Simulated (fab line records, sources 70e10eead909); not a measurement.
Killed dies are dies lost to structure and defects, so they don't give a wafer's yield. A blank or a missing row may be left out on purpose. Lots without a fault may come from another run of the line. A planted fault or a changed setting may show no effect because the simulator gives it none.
fab line records | flow nand_harc
record lots=6 wafers=18 last_day=32
route steps=1302 shown P_START@1 P_ZERO_WELL@2
lots that met no fault: from a run of the same line without faults
start_h: hours from the record's first day to the start of the lot's first wafer shown | wait_h: hours since the lot's step before | " the same as in the row above | L1.1+2: a row that stands for several wafers | - no value, or no start given | * or withheld: withheld | < > ~ a bound
route shown NAME@n: a module of which the file shows steps, and the number in the route of the first | usual: mean/standard deviation of fault-free wafers | same: alike in all rows | chamber/n: place in a boat | sites: the reading at each site | _std_site: their standard deviation | _edge_site: outer sites' mean less inner sites' | radius_mm: how far each site lies from the wafer's centre | mask NAME#n: copy n | behind: the tool/chamber that last shaped the wafer | hold: why the lot was held/for how many hours/how that ended | device: the transistor (n, p or np) that didn't switch | end of line: the same wafers' tests at the end of the route | a step without rows: its recipe alone | killed: dies lost to structure and defects at the first sort, not the wafer's yield | map: a wafer's dies, x killed, . not, _ none there
set.NAME: the setting as run; set.NAME@STEP: as run at that earlier step | model.NAME: the simulator's own value behind a step, which no gauge read
lots at some steps of the route; a table a step, a row a wafer
services: from which hour (start_h, from the record's first day; less than 0 if before it) a tool's chamber was out of use, for how many hours, and why
## steps
# step NHARC_P_START_INSPECT_01
# usual raw_defect_count=4.0/1.9
# columns lot.wafer tool chamber start_h wait_h raw_defect_count
L756.1 defect_inspect-02 - 90.04 - 10
L756.2 " - " " 5
L756.3 " - " " 5
L757.1 defect_inspect-02 - 100.04 - 7
L757.3 " - " " 6
L757.6 " - " " 6
L764.1 defect_inspect-01 - 170.04 - 2
L764.2 " - " " 3
L764.6 " - " " 5
L766.1 defect_inspect-02 - 190.04 - 4
L766.3 " - " " 4
L766.5 " - " " 1
L769.1 defect_inspect-02 - 220.04 - 8
L769.3 " - " " 5
L769.4 " - " " 3
L770.1 defect_inspect-02 - 230.04 - 3
L770.2 " - " " 8
L770.4 " - " " 6
# step NHARC_P_ZERO_WELL_PRECLEAN_00
# recipe time_s=600 temp_c=120 chemistry=SPM
# step NHARC_P_ZERO_WELL_SRD_01
# step NHARC_P_ZERO_WELL_PECVD_02
# recipe target_thk_a=100 temp_c=400 pressure_torr=6.5 rf_w=withheld teos_flow_sccm=withheld flow_sccm=2650 target_thk_nm=10 gas=O2 material=SiO2
# step NHARC_P_ZERO_WELL_DEHYDRATE_03
# recipe temp_c=150 time_s=120
# step NHARC_P_ZERO_WELL_HMDS_04
# recipe time_s=30
# step NHARC_P_ZERO_WELL_COAT_64
# recipe temp_c=200 time_s=65
# step NHARC_P_ZERO_WELL_COAT_05
# recipe spin_rpm=2000 resist_thk_nm=600
# step NHARC_P_ZERO_WELL_SOFTBAKE_06
# recipe temp_c=125 time_s=70
# usual heater_power_total_W=200.9/1.3 plate_temp_C=124.97/0.14
# same time_s=70
# columns lot.wafer tool chamber start_h wait_h heater_power_total_W plate_temp_C
L756.1 litho_track-02 0 90 - 199.8 125.02
L756.2 " 0 " " 200.7 125.25
L756.3 " 0 " " 201.3 124.87
L757.1 litho_track-02 0 100 - 201.4 125.04
L757.3 " 0 " " 199.4 124.88
L757.6 " 0 " " 200.1 125.05
L764.1 litho_track-02 0 170 - 218.0 132.14
L764.2 " 0 " " 213.8 132.14
L764.6 " 0 " " 216.3 132.10
L766.1 litho_track-02 0 190 - 214.9 132.06
L766.3 " 0 " " 217.5 132.09
L766.5 " 0 " " 215.8 131.99
L769.1 litho_track-07 0 220 - 202.3 124.78
L769.3 " 0 " " 202.7 125.06
L769.4 " 0 " " 201.6 124.94
L770.1 litho_track-05 0 230 - 202.2 125.04
L770.2 " 0 " " 199.9 124.83
L770.4 " 0 " " 201.1 124.85
# step NHARC_P_ZERO_WELL_EBR_07
# step NHARC_P_ZERO_WELL_EXPOSE_08
# recipe na=0.55 target_cd_nm=500 dose_mj=33.8 mask_id=P_ZERO
# step NHARC_P_ZERO_WELL_PEB_09
# recipe peb_temp_c=128 peb_time_s=80
# step NHARC_P_ZERO_WELL_DEVELOP_10
# recipe time_s=50 dev_temp_c=22
# step NHARC_P_ZERO_WELL_CD_MEAS_11
# recipe target_cd_nm=500 landing_energy_ev=500
# usual cd_nm=501.8/1.9
# columns lot.wafer tool chamber start_h wait_h cd_nm
L756.1 cd_sem-02 0 91.25 - 501.7
L756.2 " 0 " " 503.0
L756.3 " 0 " " 505.1
L757.1 cd_sem-03 0 101.14 - 499.2
L757.3 " 0 " " 498.9
L757.6 " 0 " " 501.1
L764.1 cd_sem-01 0 171.11 - 517.9
L764.2 " 0 " " 515.6
L764.6 " 0 " " 516.3
L766.1 cd_sem-03 0 191.11 - 520.0
L766.3 " 0 " " 520.2
L766.5 " 0 " " 522.7
L769.1 cd_sem-02 0 221.35 - 499.9
L769.3 " 0 " " 500.0
L769.4 " 0 " " 501.1
L770.1 cd_sem-02 0 231.14 - 498.4
L770.2 " 0 " " 498.9
L770.4 " 0 " " 500.1
# step NHARC_P_ZERO_WELL_HARDBAKE_12
# recipe temp_c=118 time_s=65
## services
# columns tool chamber start_h hours kind
litho_track-07 - 76.00 7.0 pm
litho_track-05 - 124.00 7.0 pm
litho_track-02 - 227.00 7.0 pm
## key
first_sign step=NHARC_P_ZERO_WELL_SOFTBAKE_06 reading=plate_temp_C direction=up sigmas=52 usual=* struck=*
effect step=NHARC_P_ZERO_WELL_SOFTBAKE_06 reading=heater_power_total_W direction=up sigmas=12 usual=* struck=*
effect step=NHARC_P_ZERO_WELL_CD_MEAS_11 reading=cd_nm direction=up sigmas=8.9 usual=501.8 struck=518.8
met_at NHARC_P_ZERO_WELL_SOFTBAKE_06
struck_wafers L764.1,L764.2,L764.6,L766.1,L766.3,L766.5
tester_left_out L764,L766
onset_between 100 170
fault kind=process_parameter_drift tool=litho_track-02 chamber=- onset_h=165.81 steps=NHARC_P_ZERO_WELL_SOFTBAKE_06 channel=temp_c offset=* shape=step end_h=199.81 acts_in=* stated=*
# tester_left_out: of these lots the tester's yield and bins aren't shown, on N5 and GAA mostly nor the transistor test; their killed dies are dies lost to structure and defects alone, not to doping, threshold or leakage, so they don't give the yield
